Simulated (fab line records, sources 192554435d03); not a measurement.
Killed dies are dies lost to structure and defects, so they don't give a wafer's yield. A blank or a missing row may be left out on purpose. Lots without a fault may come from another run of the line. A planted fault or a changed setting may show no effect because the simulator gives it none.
Split-lot experiment | flow n5_finfet | 7 lots, 39 wafers read, on a route of 1938 steps

THE SPLIT
At N5_BEOL_M0_SAQP_PECVD_97 (deposits SiNx from SiH4/NH3/N2, target thk 23 nm, time 19.9 s), the setting time_s was moved away from the recipe's 19.9 s on 12 of the 39 wafers read, by -39.6% to +49.0%. The other wafers ran this setting at the recipe's value.

The reading is taken at the split's own step.

THE READING
SiNx_of_BEOL_M0_SAQP_PECVD_97.thk_nm (the simulator's own value, which no gauge read), in nm, at N5_BEOL_M0_SAQP_PECVD_97 (deposits SiNx from SiH4/NH3/N2, target thk 23 nm, time 19.9 s). The file gives no usual value for it. The 27 wafers here that ran the recipe average 23.2 nm, standard deviation 0.32 nm.

wafer  | tool, chamber at the split | time_s as run, s | against the recipe | SiNx_of_BEOL_M0_SAQP_PECVD_97.thk_nm, nm | against lot-mates on the recipe
L078.1 | pecvd-04, 1                | 19.9             | recipe             | 23.2                                     | -
L078.2 | pecvd-04, 2,0              | 27.78            | +39.6%             | 32.2                                     | +8.7
L078.3 | pecvd-04, 2,0              | 27.78            | +39.6%             | 32.2                                     | +8.7
L078.4 | pecvd-04, 2                | 27.78            | +39.6%             | 32.6                                     | +9.1
L078.5 | pecvd-04, 0                | 19.9             | recipe             | 23.8                                     | -
L078.6 | pecvd-04, 1                | 19.9             | recipe             | 23.4                                     | -
L085.1 | pecvd-04, 2                | 29.66            | +49.0%             | 34.2                                     | +11.1
L085.2 | pecvd-04, 0                | 19.9             | recipe             | 23                                       | -
L085.3 | pecvd-04, 1                | 29.66            | +49.0%             | 33.8                                     | +10.7
L085.4 | pecvd-04, 1                | 19.9             | recipe             | 22.8                                     | -
L085.5 | pecvd-04, 2                | 19.9             | recipe             | 23.4                                     | -
L085.6 | pecvd-04, 0                | 29.66            | +49.0%             | 34.6                                     | +11.5
L086.1 | pecvd-04, 1                | 19.9             | recipe             | 22.8                                     | -
L086.2 | pecvd-04, 2,2,1            | 19.9             | recipe             | 23                                       | -
L086.5 | pecvd-04, 2,2,1            | 19.9             | recipe             | 23                                       | -
L086.6 | pecvd-04, 2,2,1            | 19.9             | recipe             | 23                                       | -
L086.3 | pecvd-04, 0                | 19.9             | recipe             | 23.2                                     | -
L086.4 | pecvd-04, 0                | 19.9             | recipe             | 23.4                                     | -
L089.1 | pecvd-01, 0,2,1            | 19.9             | recipe             | 23.2                                     | -
L089.3 | pecvd-01, 0,2,1            | 19.9             | recipe             | 23.2                                     | -
L089.4 | pecvd-01, 0,2,1            | 19.9             | recipe             | 23.2                                     | -
L089.2 | pecvd-01, 1                | 19.9             | recipe             | 22.8                                     | -
L089.5 | pecvd-01, 0                | 19.9             | recipe             | 23.6                                     | -
L089.6 | pecvd-01, 2                | 19.9             | recipe             | 23.4                                     | -
L090.1 | pecvd-04, 2                | 24.4             | +22.6%             | 28.2                                     | +4.7
L090.2 | pecvd-04, 0                | 19.9             | recipe             | 23                                       | -
L090.3 | pecvd-04, 0                | 24.4             | +22.6%             | 28.8                                     | +5.3
L090.4 | pecvd-04, 2                | 19.9             | recipe             | 23.6                                     | -
L090.5 | pecvd-04, 2                | 24.4             | +22.6%             | 28.6                                     | +5.1
L090.6 | pecvd-04, 0                | 19.9             | recipe             | 23.8                                     | -
L093.1 | pecvd-01, 2                | 12.02            | -39.6%             | 14.2                                     | -9.2
L093.2 | pecvd-01, 0                | 19.9             | recipe             | 23.2                                     | -
L093.3 | pecvd-01, 0                | 12.02            | -39.6%             | 14.6                                     | -8.8
L093.4 | pecvd-01, 2                | 12.02            | -39.6%             | 14.4                                     | -9.0
L093.5 | pecvd-01, 2                | 19.9             | recipe             | 23.6                                     | -
L093.6 | pecvd-01, 0                | 19.9             | recipe             | 23.4                                     | -
L096.2 | pecvd-01, 1                | 19.9             | recipe             | 22.4                                     | -
L096.4 | pecvd-01, 1                | 19.9             | recipe             | 23                                       | -
L096.5 | pecvd-01, 0                | 19.9             | recipe             | 23.2                                     | -
Where a row lists several chambers, the file gives one row for several wafers and doesn't say which wafer went through which chamber.

THE FIT
A straight line over all 39 wafers: SiNx_of_BEOL_M0_SAQP_PECVD_97.thk_nm changes by +0.226 nm for each +1% of time_s; r = +1.00; the points scatter about the line by 0.32 nm.
The same after taking each lot's own level away (the mean of its wafers on the recipe; 39 wafers): +0.226 nm for each +1%; r = +1.00; scatter 0.26 nm.
On that fit, the largest move of time_s shifts the reading by 11 nm.
The lots' own levels span 22.87 to 23.47 nm, that is 1.9 times the standard deviation above.
So the lot-to-lot level changes the slope little: the two slopes agree.
Check: with one of the wafers moved furthest among these (+49.0%) left out of the fit, the line predicts +11.1 nm for it against its lot-mates. It came out at +11.1 nm against them.

OTHER SPLITS ON THESE WAFERS
These wafers also went through other splits before the reading. Each is held against what the fit with the lots' levels taken away leaves over:
other split on the same wafers          | wafers away from the commonest value | r with SiNx_of_BEOL_M0_SAQP_PECVD_97.thk_nm (lot level and that fit taken away)
N5_ZERO_LAYER_DEVELOP_10 develop_time_s | 15                                   | -0.02
N5_FIN_SAQP_HM_DEP_03 target_thk_a      | 12                                   | +0.08
N5_SD_EPI_P_EPI_21 epi_growth_time_s    | 18                                   | +0.29
N5_HKMG_FIN_ETCH_55 time_s              | 9                                    | -0.28

THE FILE'S OWN FIT
SiNx_of_BEOL_M0_SAQP_PECVD_97.thk_nm changes by +0.226 nm for each +1% of time_s, r = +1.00.
